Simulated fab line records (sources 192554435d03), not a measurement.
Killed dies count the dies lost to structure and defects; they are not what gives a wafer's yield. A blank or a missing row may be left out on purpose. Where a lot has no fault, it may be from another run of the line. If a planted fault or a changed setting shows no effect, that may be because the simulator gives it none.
Matching of chambers	flow n5Finfet	N5_BEOL_M5_ETCH_67 on rieDiel-05: 4 sister chambers
The step etches SiARC in CF4, target depth 15.6 nm, time 26 s. 8 wafers are shown with their chamber, then 9 later ones without.

== EACH WAFER AND ITS CHAMBER ==
wafer	chamber	showerheadPlenumPTorr (Torr)	throttleValvePct (%)
L080.3	0	2.19	15.16
L084.1	2	2.04	15.98
L084.6	2	2.04	15.99
L085.2	0	2.19	15.17
L085.4	3	2.18	15.52
L089.3	3	2.17	15.56
L089.4	1	2.20	16.02
L089.6	1	2.20	16.01

== WAFERS MISSING THEIR CHAMBER ==
wafer	showerheadPlenumPTorr (Torr)	throttleValvePct (%)
L090.2	2.20	16.00
L090.4	2.19	15.17
L090.6	2.04	16.00
L093.2	2.17	15.55
L093.4	2.20	16.01
L093.5	2.20	16.03
L091.2	2.19	15.17
L091.4	2.20	16.01
L091.5	2.04	16.02

== THE CHAMBER EACH PASSED THROUGH ==
wafer	from the rows above	in truth
L090.2	1	1
L090.4	0	0
L090.6	2	2
L093.2	3	3
L093.4	1	1
L093.5	1	1
L091.2	0	0
L091.4	1	1
L091.5	2	2
9 of 9 placed correctly. Not placeable from these rows: 0. 0 placed wrongly.
How it was worked out, from the rows above alone: a wafer's distance from a chamber is the root of the sum, over the readings, of the square of ((its reading less the chamber's mean) divided by the reading's scatter). The wafer belongs to the nearest chamber; if the next one is less than 2 further off, it can't be placed. A chamber's mean is the mean of its shown wafers. The scatter: the root of (the sum of the squares of (reading less its chamber's mean) over the shown wafers, divided by (wafers less chambers)).
